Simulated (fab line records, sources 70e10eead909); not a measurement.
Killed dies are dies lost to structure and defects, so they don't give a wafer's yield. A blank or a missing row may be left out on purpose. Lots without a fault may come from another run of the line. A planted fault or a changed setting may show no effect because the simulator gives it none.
Chamber matching | flow nand_harc | NHARC_A_STAIRCASE_CMP_152 on cmp-03: 4 sister chambers
The step polishes. 8 wafers are shown with their chamber, then 8 later ones without.

WAFERS WITH THEIR CHAMBER
wafer  | chamber | motor_current_A (A)
L080.4 | 2       | 10.8
L083.1 | 0       | 11.3
L085.5 | 3       | 12.5
L085.6 | 2       | 11.0
L086.1 | 0       | 10.5
L086.2 | 1       | 10.6
L086.3 | 3       | 12.2
L090.4 | 1       | 10.4

WAFERS WITHOUT THEIR CHAMBER
wafer  | motor_current_A (A)
L090.5 | 12.7
L090.6 | 10.8
L087.1 | 10.9
L087.4 | 10.3
L087.6 | 10.8
L095.1 | 10.7
L095.2 | 12.4
L095.4 | 11.0

WHICH CHAMBER EACH WENT THROUGH
wafer  | from the rows above          | in truth
L090.5 | 3                            | 3
L090.6 | can't be placed: 0 or 2 or 1 | 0
L087.1 | can't be placed: 0 or 2 or 1 | 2
L087.4 | can't be placed: 1 or 0 or 2 | 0
L087.6 | can't be placed: 0 or 2 or 1 | 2
L095.1 | can't be placed: 1 or 0 or 2 | 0
L095.2 | 3                            | 3
L095.4 | can't be placed: 0 or 2 or 1 | 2
Placed correctly: 2 of 8. Can't be placed from these rows: 6 (the true chamber is among the candidates in 6). Placed wrongly: 0.
How it was worked out, from the rows above alone: a wafer's distance from a chamber is the root of the sum, over the readings, of the square of ((its reading less the chamber's mean) divided by the reading's scatter). The wafer belongs to the nearest chamber; if the next one is less than 2 further off, it can't be placed. A chamber's mean is the mean of its shown wafers. The scatter: the root of (the sum of the squares of (reading less its chamber's mean) over the shown wafers, divided by (wafers less chambers)).
